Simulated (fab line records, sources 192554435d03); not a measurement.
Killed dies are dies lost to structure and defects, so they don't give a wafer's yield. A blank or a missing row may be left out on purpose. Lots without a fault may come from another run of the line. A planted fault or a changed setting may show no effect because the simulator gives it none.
fab line records | flow n5_finfet
record lots=7 wafers=21
route steps=1938 shown BEOL_M13@1665 BEOL_M14@1737 BEOL_M15@1801 TV_LITHO@1879
start_h: hours from the record's first day to the start of the lot's first wafer shown | wait_h: hours since the lot's step before | " the same as in the row above | L1.1+2: a row that stands for several wafers | - no value, or no start given | * or withheld: withheld | < > ~ a bound
route shown NAME@n: a module of which the file shows steps, and the number in the route of the first | usual: mean/standard deviation of fault-free wafers | same: alike in all rows | chamber/n: place in a boat | sites: the reading at each site | _std_site: their standard deviation | _edge_site: outer sites' mean less inner sites' | radius_mm: how far each site lies from the wafer's centre | mask NAME#n: copy n | behind: the tool/chamber that last shaped the wafer | hold: why the lot was held/for how many hours/how that ended | device: the transistor (n, p or np) that didn't switch | end of line: the same wafers' tests at the end of the route | a step without rows: its recipe alone | killed: dies lost to structure and defects at the first sort, not the wafer's yield | map: a wafer's dies, x killed, . not, _ none there
set.NAME: the setting as run; set.NAME@STEP: as run at that earlier step | model.NAME: the simulator's own value behind a step, which no gauge read
lots whose settings were changed on purpose; a table a step, a row a wafer
## steps
# step N5_BEOL_M13_EXPOSE_07
# recipe mask_id=V12 na=0.93 source_shape=conventional sigma_outer=0.6 polarization=unpolarized attpsm_phase_deg=180 dose_mj=24.8
# columns lot.wafer tool chamber start_h wait_h mask set.dose_mj
L077.3 krf_scanner-02 0 251.51 - V12#0 23.93
L077.5+6 " 0 " " V12#0 24.8
L078.1+2 krf_scanner-01 0 252.14 - V12#0 24.8
L078.3 " 0 " " V12#0 24.03
L083.4+5+6 krf_scanner-01 0 285.47 - V12#0 23.45
L088.2+3 krf_scanner-02 0 310.37 - V12#0 23.89
L088.5 " 0 " " V12#0 24.8
L087.1+4 krf_scanner-02 0 310.90 - V12#0 24.8
L087.6 " 0 " " V12#0 23.2
L086.1+4+5 krf_scanner-02 0 316.17 - V12#0 24.8
L092.2 krf_scanner-01 0 347.77 - V12#0 23.86
L092.3+5 " 0 " " V12#0 24.8
# step N5_BEOL_M13_PEB_08
# recipe peb_temp_c=130 peb_time_s=90
# step N5_BEOL_M13_DEVELOP_09
# recipe develop_time_s=45 rinse_liquid=diw dry=air_spin dev_temp_c=21
# step N5_BEOL_M13_HARDBAKE_14
# recipe temp_c=130 time_s=120
# step N5_BEOL_M13_CD_MEAS_10
# recipe target_cd_nm=190 landing_energy_ev=500 detector=se_inlens polarity=opening
# usual cd_nm=190.8/1.5
# columns lot.wafer tool chamber start_h wait_h set.dose_mj@BEOL_M13_EXPOSE_07 cd_nm
L077.3 cd_sem-03 0 251.68 - 23.93 186.8
L077.5 " 0 " " 24.8 190.5
L077.6 " 0 " " 24.8 189.1
L078.1 cd_sem-01 0 252.31 - 24.8 192.3
L078.2 " 0 " " 24.8 192.6
L078.3 " 0 " " 24.03 188.9
L083.4 cd_sem-02 0 285.63 - 23.45 186.6
L083.5 " 0 " " 23.45 185.7
L083.6 " 0 " " 23.45 186.7
L088.2 cd_sem-03 0 310.53 - 23.89 185.8
L088.3 " 0 " " 23.89 185.4
L088.5 " 0 " " 24.8 191.5
L087.1 cd_sem-02 0 311.07 - 24.8 191.5
L087.4 " 0 " " 24.8 192.8
L087.6 " 0 " " 23.2 184.9
L086.1 cd_sem-03 0 316.34 - 24.8 192.0
L086.4 " 0 " " 24.8 191.9
L086.5 " 0 " " 24.8 192.1
L092.2 cd_sem-01 0 347.94 - 23.86 186.5
L092.3 " 0 " " 24.8 190.1
L092.5 " 0 " " 24.8 190.0
# step N5_BEOL_M13_DESCUM_15
# recipe chemistry=O2 time_s=7.9 source_power_w=50 bias_power_w=20 pressure_mtorr=20 rf_frequency_hz=2.712e+07 temp_c=40 o2_flow_sccm=225
# step N5_BEOL_M13_ETCH_59
# recipe chemistry=N2/H2 target=BARC target_depth_a=890 overetch_a=267 time_s=67.9 ion_energy_ev=200 pressure_mtorr=30 source_w=840 bias_w=150 n2_flow_sccm=200 h2_flow_sccm=200
# columns lot.wafer tool chamber start_h wait_h set.spin_rpm@BEOL_M13_COAT_58 model.etch.depth_nm
L077.3 rie_diel-05 2 251.80 0.0 1500 89.06
L077.5 " 2 " " 1500 88.97
L077.6 " 1 " " 1500 89.02
L078.1 rie_diel-05 2 252.43 0.0 1500 88.61
L078.2 " 1 " " 1422 91.42
L078.3 " 0 " " 1422 91.3
L083.4 rie_diel-05 1 285.78 0.0 1582 86.62
L083.5 " 0 " " 1582 86.65
L083.6 " 3 " " 1500 88.96
L088.2 rie_diel-06 1 310.66 0.0 1500 89.03
L088.3 " 3 " " 1500 88.66
L088.5 " 0 " " 1500 88.95
L087.1 rie_diel-03 0 311.20 0.0 1500 89.26
L087.4 " 3 " " 1500 89.31
L087.6 " 0 " " 1500 89.28
L086.1 rie_diel-05 1 316.47 0.0 1500 88.86
L086.4 " 2 " " 1500 89.06
L086.5 " 1 " " 1500 88.92
L092.2 rie_diel-03 3 348.08 0.0 1500 89.19
L092.3 " 2 " " 1500 89.13
L092.5 " 3 " " 1500 89.35
# step N5_BEOL_M13_VIA_ETCH_16
# recipe chemistry=C4F8/O2/Ar target=SiOC pressure_mtorr=30 source_w=3000 bias_w=700 Ar_flow_sccm=400 C4F8_flow_sccm=15 O2_flow_sccm=8 he_inner_torr=15 he_outer_torr=30 target_depth_a=9217 time_s=withheld ion_energy_ev=250 ends=cleared
# step N5_BEOL_M13_STRIP_63
# recipe chemistry=N2/H2 power_w=1000 temp_c=250 h2_frac=0.65 overash_fraction=0.3 pressure_mtorr=1000 n2_flow_sccm=1750 h2_flow_sccm=3250
# step N5_BEOL_M13_STRIP_64
# recipe chemistry=N2/H2 power_w=1000 temp_c=250 h2_frac=0.65 overash_fraction=0.3 pressure_mtorr=withheld n2_flow_sccm=1750 h2_flow_sccm=3250
# usual strip_time_to_endpoint_s=31.32/0.063
# columns lot.wafer tool chamber start_h wait_h set.spin_rpm@BEOL_M13_COAT_58 strip_time_to_endpoint_s
L077.3 plasma_asher-01 1 252.16 0.0 1500 31.32
L077.5 " 1 " " 1500 31.30
L077.6 " 0 " " 1500 31.33
L078.1 plasma_asher-01 0 252.78 0.0 1500 31.20
L078.2 " 1 " " 1422 32.00
L078.3 " 0 " " 1422 31.97
L083.4 plasma_asher-01 1 286.12 0.0 1582 30.62
L083.5 " 1 " " 1582 30.66
L083.6 " 0 " " 1500 31.30
L088.2 plasma_asher-01 1 311.01 0.0 1500 31.33
L088.3 " 0 " " 1500 31.21
L088.5 " 0 " " 1500 31.29
L087.1 plasma_asher-01 1 311.55 0.0 1500 31.39
L087.4 " 1 " " 1500 31.40
L087.6 " 0 " " 1500 31.38
L086.1 plasma_asher-02 1 316.82 0.0 1500 31.27
L086.4 " 1 " " 1500 31.32
L086.5 " 1 " " 1500 31.30
L092.2 plasma_asher-02 0 348.56 0.0 1500 31.36
L092.3 " 1 " " 1500 31.34
L092.5 " 1 " " 1500 31.42
# step N5_BEOL_M13_STRIP_71
# recipe chemistry=post_etch_residue_remover time_s=60 temp_c=25 remover_ph=withheld remover_water_wt_pct=withheld remover_fluoride_wt_pct=withheld
# step N5_BEOL_M13_SRD_72
# recipe time_s=30 temp_c=23 rinse_liquid=diw dry=n2_spin spin_rpm=1500 dry_time_s=30
# step N5_BEOL_M13_CD_MEAS_17
# recipe target_cd_nm=190 polarity=opening
# usual cd_nm=191.0/1.7
# columns lot.wafer tool chamber start_h wait_h set.dose_mj@BEOL_M13_EXPOSE_07 cd_nm
L077.3 cd_sem-02 - 252.29 0.0 23.93 186.9
L077.5 " - " " 24.8 190.4
L077.6 " - " " 24.8 190.5
L078.1 cd_sem-03 - 252.93 0.0 24.8 192.2
L078.2 " - " " 24.8 193.2
L078.3 " - " " 24.03 189.6
L083.4 cd_sem-02 - 286.25 0.0 23.45 187.5
L083.5 " - " " 23.45 185.1
L083.6 " - " " 23.45 184.9
L088.2 cd_sem-01 - 311.16 0.0 23.89 187.4
L088.3 " - " " 23.89 185.0
L088.5 " - " " 24.8 192.5
L087.1 cd_sem-02 - 311.70 0.0 24.8 190.5
L087.4 " - " " 24.8 192.6
L087.6 " - " " 23.2 184.6
L086.1 cd_sem-03 - 316.96 0.0 24.8 193.1
L086.4 " - " " 24.8 192.5
L086.5 " - " " 24.8 194.0
L092.2 cd_sem-02 - 348.75 0.0 23.86 187.7
L092.3 " - " " 24.8 190.5
L092.5 " - " " 24.8 190.1
# step N5_BEOL_M14_COAT_65
# recipe resist=SOC temp_c=250 time_s=60 spin_rpm=1500 resist_thk_nm=450
# columns lot.wafer tool chamber start_h wait_h set.spin_rpm model.SOC_of_BEOL_M14_COAT_65.thk_nm
L077.3 litho_track-04 0 257.76 0.0 1500 447.8
L077.5 " 0 " " 1500 450
L077.6 " 0 " " 1428 460.8
L078.1 litho_track-05 0 258.90 0.0 1392 466
L078.2 " 0 " " 1500 449
L078.3 " 0 " " 1392 465.6
L083.4 litho_track-04 0 291.67 0.0 1500 451
L083.5 " 0 " " 1403 466.4
L083.6 " 0 " " 1500 451.4
L088.2 litho_track-05 0 317.30 0.0 1500 450.6
L088.3 " 0 " " 1500 450.4
L088.5 " 0 " " 1500 449.4
L087.1 litho_track-05 0 319.24 0.0 1455 456.4
L087.4 " 0 " " 1500 450.2
L087.6 " 0 " " 1455 456
L086.1 litho_track-04 0 323.53 0.0 1500 448.8
L086.4 " 0 " " 1500 450.8
L086.5 " 0 " " 1500 450.6
L092.2 litho_track-04 0 355.35 0.0 1619 431.2
L092.3 " 0 " " 1500 449.4
L092.5 " 0 " " 1500 449
# step N5_BEOL_M14_PEB_26
# recipe peb_temp_c=130 peb_time_s=90
# columns lot.wafer tool chamber start_h wait_h set.peb_temp_c
L077.3+5+6 litho_track-05 0 258.06 0.0 130
L078.1 litho_track-03 0 259.07 0.1 133.1
L078.2+3 " 0 " " 130
L083.4+5 litho_track-04 0 291.97 0.0 132.8
L083.6 " 0 " " 130
L088.2+3+5 litho_track-04 0 317.60 0.0 130
L087.1+4 litho_track-04 0 319.41 0.1 133.5
L087.6 " 0 " " 130
L086.1+4+5 litho_track-05 0 323.71 0.1 130
L092.2+5 litho_track-03 0 355.65 0.0 130
L092.3 " 0 " " 131.9
# step N5_BEOL_M14_DEVELOP_27
# recipe develop_time_s=45 rinse_liquid=diw dry=air_spin dev_temp_c=21
# step N5_BEOL_M14_HARDBAKE_32
# recipe temp_c=130 time_s=120
# step N5_BEOL_M14_CD_MEAS_28
# recipe target_cd_nm=284.4 landing_energy_ev=500 detector=se_inlens
# usual cd_nm=284.9/1.1
# columns lot.wafer tool chamber start_h wait_h set.peb_temp_c@BEOL_M14_PEB_26 cd_nm
L077.3 cd_sem-02 0 258.18 - 130 282.3
L077.5 " 0 " " 130 283.0
L077.6 " 0 " " 130 282.5
L078.1 cd_sem-02 0 259.19 - 133.1 298.5
L078.2 " 0 " " 130 285.4
L078.3 " 0 " " 130 286.0
L083.4 cd_sem-03 0 292.09 - 132.8 295.4
L083.5 " 0 " " 132.8 298.1
L083.6 " 0 " " 130 284.0
L088.2 cd_sem-02 0 317.71 - 130 284.8
L088.3 " 0 " " 130 284.9
L088.5 " 0 " " 130 285.5
L087.1 cd_sem-03 0 319.53 - 133.5 296.4
L087.4 " 0 " " 133.5 297.3
L087.6 " 0 " " 130 283.2
L086.1 cd_sem-01 0 323.82 - 130 284.9
L086.4 " 0 " " 130 284.4
L086.5 " 0 " " 130 285.7
L092.2 cd_sem-02 0 355.77 - 130 284.0
L092.3 " 0 " " 131.9 293.0
L092.5 " 0 " " 130 283.7
# step N5_BEOL_M14_DESCUM_33
# recipe chemistry=O2 time_s=7.9 source_power_w=50 bias_power_w=20 pressure_mtorr=20 rf_frequency_hz=2.712e+07 temp_c=40 o2_flow_sccm=225
# columns lot.wafer tool chamber start_h wait_h set.peb_temp_c@BEOL_M14_PEB_26 model.BEOL_M14.cd_nm
L077.3 rie_diel-02 2 258.28 0.0 130 282.4
L077.5 " 0 " " 130 283.2
L077.6 " 3 " " 130 282.8
L078.1 rie_diel-01 3 259.30 0.1 133.1 298.8
L078.2 " 1 " " 130 285.4
L078.3 " 0 " " 130 286
L083.4 rie_diel-02 3 292.46 0.3 132.8 295.4
L083.5 " 2 " " 132.8 298
L083.6 " 1 " " 130 284.2
L088.2 rie_diel-02 3 317.80 0.0 130 285
L088.3+5 " 2,0 " " 130 285.4
L087.1 rie_diel-01 2 319.76 0.2 133.5 296.2
L087.4 " 2 " " 133.5 297.4
L087.6 " 3 " " 130 283.4
L086.1+4 rie_diel-02 3,2 324.18 0.3 130 284.6
L086.5 " 0 " " 130 285.6
L092.2 rie_diel-02 3 355.87 0.1 130 284
L092.3 " 1 " " 131.9 292.6
L092.5 " 1 " " 130 283.8
# step N5_BEOL_M14_ETCH_67
# recipe chemistry=CF4 target=SiARC target_depth_a=1430 time_s=238.3 ion_energy_ev=80 pressure_mtorr=40 source_w=545 bias_w=36 Ar_flow_sccm=100 cf4_flow_sccm=100 ends=cleared
# step N5_BEOL_M14_ETCH_68
# recipe chemistry=N2/H2 target=SOC mask_material=SiARC source_w=3000 bias_w=350 temp_c=40 time_s=450 ion_energy_ev=200 pressure_mtorr=30 n2_flow_sccm=200 h2_flow_sccm=200
# columns lot.wafer tool chamber start_h wait_h set.peb_temp_c@BEOL_M14_PEB_26 model.BEOL_M14.cd_nm
L077.3 rie_diel-02 2 258.46 0.1 130 278.4
L077.5 " 0 " " 130 278.2
L077.6 " 3 " " 130 279.2
L078.1 rie_diel-01 3 259.48 0.1 133.1 295.4
L078.2 " 1 " " 130 281.8
L078.3 " 0 " " 130 283
L083.4 rie_diel-02 3 292.65 0.1 132.8 291
L083.5 " 2 " " 132.8 294.6
L083.6 " 1 " " 130 277
L088.2 rie_diel-02 3 317.98 0.1 130 281.6
L088.3 " 2 " " 130 282.6
L088.5 " 0 " " 130 282.2
L087.1 rie_diel-01 2 319.94 0.1 133.5 291.8
L087.4 " 2 " " 133.5 293.6
L087.6 " 3 " " 130 279.2
L086.1 rie_diel-02 3 324.36 0.1 130 281.6
L086.4 " 2 " " 130 281.4
L086.5 " 0 " " 130 282.4
L092.2 rie_diel-02 3 356.06 0.1 130 280.6
L092.3 " 1 " " 131.9 288
L092.5 " 1 " " 130 278
# step N5_BEOL_M15_PEB_26
# recipe peb_temp_c=130 peb_time_s=90
# columns lot.wafer tool chamber start_h wait_h set.peb_temp_c
L077.3+5+6 litho_track-01 0 263.49 0.0 130
L078.1+2+3 litho_track-01 0 264.43 0.1 130
L083.4+5+6 litho_track-01 0 298.00 0.0 130
L087.1+4+6 litho_track-02 0 326.83 0.1 130
L088.2+5 litho_track-01 0 326.97 0.0 130
L088.3 " 0 " " 127.2
L086.1+4+5 litho_track-01 0 330.35 0.1 130
L092.2+5 litho_track-02 0 362.34 0.0 133.5
L092.3 " 0 " " 130
# step N5_BEOL_M15_DEVELOP_27
# recipe develop_time_s=45 rinse_liquid=diw dry=air_spin dev_temp_c=21
# columns lot.wafer tool chamber start_h wait_h set.develop_time_s
L077.3+5+6 litho_track-01 0 - - 45
L078.1+2 litho_track-01 0 - - 45
L078.3 " 0 " " 50.35
L083.4+5 litho_track-01 0 - - 49.35
L083.6 " 0 " " 45
L087.1+6 litho_track-02 0 - - 53.58
L087.4 " 0 " " 45
L088.2+3 litho_track-01 0 - - 35.63
L088.5 " 0 " " 45
L086.1+4+5 litho_track-01 0 - - 45
L092.2+3 litho_track-02 0 - - 54.42
L092.5 " 0 " " 45
# step N5_BEOL_M15_HARDBAKE_32
# recipe temp_c=130 time_s=120
# step N5_BEOL_M15_CD_MEAS_28
# recipe target_cd_nm=407.6 landing_energy_ev=500 detector=se_inlens
# usual cd_nm=406.9/1.9
# columns lot.wafer tool chamber start_h wait_h set.peb_temp_c@BEOL_M15_PEB_26 cd_nm
L077.3 cd_sem-03 0 263.61 - 130 407.2
L077.5 " 0 " " 130 408.6
L077.6 " 0 " " 130 408.4
L078.1 cd_sem-01 0 264.54 - 130 403.4
L078.2 " 0 " " 130 403.6
L078.3 " 0 " " 130 405.1
L083.4 cd_sem-03 0 298.12 - 130 406.8
L083.5 " 0 " " 130 408.4
L083.6 " 0 " " 130 407.4
L087.1 cd_sem-03 0 326.94 - 130 409.1
L087.4 " 0 " " 130 407.4
L087.6 " 0 " " 130 408.8
L088.2 cd_sem-02 0 327.09 - 130 406.4
L088.3 " 0 " " 127.2 391.2
L088.5 " 0 " " 130 405.9
L086.1 cd_sem-02 0 330.46 - 130 409.0
L086.4 " 0 " " 130 407.7
L086.5 " 0 " " 130 408.6
L092.2 cd_sem-01 0 362.46 - 133.5 422.1
L092.3 " 0 " " 130 409.9
L092.5 " 0 " " 133.5 422.2
# step N5_BEOL_M15_DESCUM_33
# recipe chemistry=O2 time_s=7.9 source_power_w=50 bias_power_w=20 pressure_mtorr=20 rf_frequency_hz=2.712e+07 temp_c=40 o2_flow_sccm=225
# columns lot.wafer tool chamber start_h wait_h set.peb_temp_c@BEOL_M15_PEB_26 model.BEOL_M15.cd_nm
L077.3 rie_diel-06 0 263.74 0.1 130 407.4
L077.5 " 2 " " 130 408.8
L077.6 " 3 " " 130 408.4
L078.1+2 rie_diel-03 2,3 264.63 0.0 130 403.6
L078.3 " 1 " " 130 405.6
L083.4 rie_diel-06 2 298.20 0.0 130 407
L083.5 " 0 " " 130 408.2
L083.6 " 1 " " 130 407.4
L087.1 rie_diel-06 2 327.13 0.1 130 409.4
L087.4 " 3 " " 130 407.8
L087.6 " 1 " " 130 408.8
L088.2 rie_diel-06 0 327.41 0.3 130 406.8
L088.3 " 3 " " 127.2 391
L088.5 " 3 " " 130 406
L086.1 rie_diel-05 1 330.59 0.1 130 409.2
L086.4 " 2 " " 130 407.6
L086.5 " 2 " " 130 408.2
L092.2 rie_diel-03 3 362.55 0.0 133.5 422
L092.3 " 1 " " 130 409.8
L092.5 " 2 " " 133.5 422.2
# step N5_BEOL_M15_ETCH_61
# recipe chemistry=N2/H2 target=BARC target_depth_a=890 overetch_a=267 time_s=67.9 ion_energy_ev=200 pressure_mtorr=30 source_w=840 bias_w=150 n2_flow_sccm=200 h2_flow_sccm=200
# step N5_BEOL_M15_TRENCH_ETCH_34
# recipe chemistry=C4F8/O2/Ar target=SiO2 target_depth_a=8729.3 he_inner_torr=15 he_outer_torr=30 time_s=199 ion_energy_ev=800 pressure_mtorr=20 source_w=1905 bias_w=2040 Ar_flow_sccm=400 C4F8_flow_sccm=16 O2_flow_sccm=12
# columns lot.wafer tool chamber start_h wait_h set.peb_temp_c@BEOL_M15_PEB_26 model.BEOL_M15.cd_nm
L077.3 rie_diel-06 0 263.82 0.0 130 398.8
L077.5 " 2 " " 130 399.6
L077.6 " 3 " " 130 400.2
L078.1 rie_diel-03 2 264.72 0.0 130 397.8
L078.2 " 3 " " 130 396.8
L078.3 " 1 " " 130 398.6
L083.4 rie_diel-06 2 298.29 0.0 130 398.4
L083.5 " 0 " " 130 399.8
L083.6 " 1 " " 130 399.6
L087.1 rie_diel-06 2 327.22 0.0 130 401.4
L087.4 " 3 " " 130 400.6
L087.6 " 1 " " 130 402.2
L088.2 rie_diel-06 0 327.50 0.0 130 398.8
L088.3 " 3 " " 127.2 384.4
L088.5 " 3 " " 130 399.2
L086.1 rie_diel-05 1 330.68 0.0 130 402
L086.4 " 2 " " 130 400
L086.5 " 2 " " 130 401.4
L092.2 rie_diel-03 3 362.63 0.0 133.5 414.2
L092.3 " 1 " " 130 401.2
L092.5 " 2 " " 133.5 414.8
# step N5_PASSIVATION_EXPOSE_07
# recipe mask_id=TV na=0.55 source_shape=conventional sigma_outer=0.8 polarization=unpolarized defocus_nm=0 target_cd_nm=3000 dose_mj=22.75
# columns lot.wafer tool chamber start_h wait_h mask set.dose_mj
L077.3+6 krf_scanner-02 0 271.35 - TV#0 22.75
L077.5 " 0 " " TV#0 21.11
L078.1+2+3 krf_scanner-02 0 274.24 - TV#0 22.75
L083.4 krf_scanner-01 0 310.83 - TV#0 23.96
L083.5+6 " 0 " " TV#0 22.75
L087.1+4 krf_scanner-01 0 338.29 - TV#0 22.75
L087.6 " 0 " " TV#0 23.71
L088.2+3+5 krf_scanner-02 0 338.86 - TV#0 22.75
L086.1+4+5 krf_scanner-01 0 340.25 - TV#0 22.75
L092.2+3 krf_scanner-02 0 378.69 - TV#0 22.75
L092.5 " 0 " " TV#0 21.71
# step N5_PASSIVATION_PEB_08
# recipe peb_temp_c=withheld peb_time_s=*
# step N5_PASSIVATION_DEVELOP_09
# recipe develop_time_s=60 rinse_liquid=diw dry=air_spin dev_temp_c=21
# step N5_PASSIVATION_HARDBAKE_11
# recipe temp_c=130 time_s=120
# step N5_PASSIVATION_CD_MEAS_10
# recipe target_cd_nm=3000 landing_energy_ev=500 detector=se_inlens
# usual cd_nm=3000.8/1.6
# columns lot.wafer tool chamber start_h wait_h set.dose_mj@PASSIVATION_EXPOSE_07 cd_nm
L077.3 cd_sem-01 0 271.52 - 22.75 3000.2
L077.5 " 0 " " 21.11 2985.8
L077.6 " 0 " " 22.75 2999.5
L078.1 cd_sem-01 0 274.42 - 22.75 3004.6
L078.2 " 0 " " 22.75 3003.0
L078.3 " 0 " " 22.75 3003.6
L083.4 cd_sem-01 0 310.99 - 23.96 3010.3
L083.5 " 0 " " 22.75 3001.2
L083.6 " 0 " " 22.75 3001.1
L087.1 cd_sem-01 0 338.47 - 22.75 3001.1
L087.4 " 0 " " 22.75 2998.4
L087.6 " 0 " " 23.71 3009.3
L088.2 cd_sem-03 0 339.03 - 22.75 3000.2
L088.3 " 0 " " 22.75 2998.2
L088.5 " 0 " " 22.75 3000.3
L086.1 cd_sem-03 0 340.43 - 22.75 3001.1
L086.4 " 0 " " 22.75 3001.8
L086.5 " 0 " " 22.75 3003.2
L092.2 cd_sem-03 0 378.86 - 22.75 3003.4
L092.3 " 0 " " 22.75 3002.5
L092.5 " 0 " " 21.71 2991.1
## key
split step=N5_BEOL_M13_EXPOSE_07 setting=dose_mj stated=24.8 by=wafer
response step=N5_BEOL_M13_CD_MEAS_10 reading=cd_nm change=+1.13 per=1% r=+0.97
response step=N5_BEOL_M13_CD_MEAS_17 reading=cd_nm change=+1.09 per=1% r=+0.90
split step=N5_BEOL_M14_COAT_65 setting=spin_rpm stated=1500 by=wafer
response step=N5_BEOL_M14_COAT_65 reading=model.SOC_of_BEOL_M14_COAT_65.thk_nm change=-2.32 per=1% r=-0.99
split step=N5_BEOL_M14_PEB_26 setting=peb_temp_c stated=130 by=wafer
response step=N5_BEOL_M14_CD_MEAS_28 reading=cd_nm change=+5.48 per=1% r=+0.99
response step=N5_BEOL_M14_DESCUM_33 reading=model.BEOL_M14.cd_nm change=+5.43 per=1% r=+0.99
response step=N5_BEOL_M14_ETCH_68 reading=model.BEOL_M14.cd_nm change=+5.79 per=1% r=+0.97
split step=N5_BEOL_M15_PEB_26 setting=peb_temp_c stated=130 by=wafer
response step=N5_BEOL_M15_CD_MEAS_28 reading=cd_nm change=+5.48 per=1% r=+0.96
response step=N5_BEOL_M15_DESCUM_33 reading=model.BEOL_M15.cd_nm change=+5.58 per=1% r=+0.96
response step=N5_BEOL_M15_TRENCH_ETCH_34 reading=model.BEOL_M15.cd_nm change=+5.66 per=1% r=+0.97
split step=N5_BEOL_M15_DEVELOP_27 setting=develop_time_s stated=45 by=wafer
response none clear
split step=N5_PASSIVATION_EXPOSE_07 setting=dose_mj stated=22.75 by=wafer
response step=N5_PASSIVATION_CD_MEAS_10 reading=cd_nm change=+2.06 per=1% r=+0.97
split outside_this_file step=N5_BEOL_M13_COAT_58 setting=spin_rpm
# split outside_this_file: this setting was split too, and the file shows its column; the key of that split is in another file
